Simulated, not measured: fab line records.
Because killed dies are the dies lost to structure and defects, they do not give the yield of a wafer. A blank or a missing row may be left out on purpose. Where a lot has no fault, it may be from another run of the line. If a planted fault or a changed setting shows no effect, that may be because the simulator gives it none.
Matching of chambers -- flow n5Finfet -- N5_MOL_CONTACT_COAG_CMP_23 on cmp-04: 4 sister chambers
The step polishes, stops on SiO2, t overpolish 1.5 s, target thk 0 nm. 18 wafers are shown with their chamber, then 9 later ones without.

WAFERS PAIRED WITH THEIR CHAMBERS
wafer,chamber,motorCurrentA (A),timeToEndpointS (s),overpolishRunS (s)
L074.2,3,7.2,7.0,1.510
L074.3,0,7.7,8.7,1.488
L074.4,1,9.0,11.2,1.494
L078.1,0,7.6,7.4,1.498
L078.3,2,7.2,5.8,1.493
L078.6,2,7.2,4.9,1.512
L080.1,3,7.0,7.5,1.501
L080.2,2,7.6,4.0,1.510
L080.4,1,8.9,10.5,1.499
L082.1,1,9.2,13.9,1.484
L082.2,2,7.2,8.1,1.507
L082.6,2,7.6,9.1,1.499
L083.1,3,7.5,5.8,1.498
L083.2,0,7.9,5.7,1.489
L083.4,2,7.8,1.5,1.514
L088.1,0,7.4,5.6,1.501
L088.2,1,9.4,11.5,1.517
L088.5,1,9.5,12.6,1.499

SIGNATURES, as means of the wafers listed above
reading,chamber 0,chamber 1,chamber 2,chamber 3,scatter within a chamber
motorCurrentA,7.650,9.200,7.433,7.233,0.249
timeToEndpointS,6.850,11.940,5.567,6.767,1.96
overpolishRunS,1.49400,1.49860,1.50583,1.50300,0.00891
Rule: a wafer's distance from a chamber is the root of the sum, over the readings, of the square of ((its reading less the chamber's mean) divided by the reading's scatter). If the next closest chamber is less than 2 further off than the closest, the wafer can't be placed; otherwise it belongs to the closest. The scatter: take each reading less its chamber's mean, square it, sum over the shown wafers, divide by the number of wafers less the number of chambers, and take the root.

WAFERS MISSING THEIR CHAMBER
wafer,motorCurrentA (A),timeToEndpointS (s),overpolishRunS (s)
L090.1,8.4,13.1,1.497
L090.3,7.7,12.5,1.499
L090.5,7.5,10.6,1.501
L093.2,7.5,8.7,1.491
L093.4,9.2,8.6,1.509
L093.6,7.5,4.5,1.496
L097.1,7.2,5.7,1.503
L097.4,7.3,6.2,1.503
L097.5,7.7,3.6,1.507

THE CHAMBER EACH PASSED THROUGH
wafer,from the rows above,in truth
L090.1,can't be placed: 1 or 0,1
L090.3,can't be placed: 0 or 3 or 2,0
L090.5,can't be placed: 0 or 3 or 2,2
L093.2,can't be placed: 0 or 3 or 2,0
L093.4,1,1
L093.6,can't be placed: 2 or 0 or 3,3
L097.1,can't be placed: 3 or 2 or 0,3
L097.4,can't be placed: 3 or 2 or 0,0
L097.5,can't be placed: 2 or 0 or 3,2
Correct placement for 1 of the 9. Unplaceable from these rows: 8, with the true chamber sitting among the candidates in 8. 0 placed wrongly.
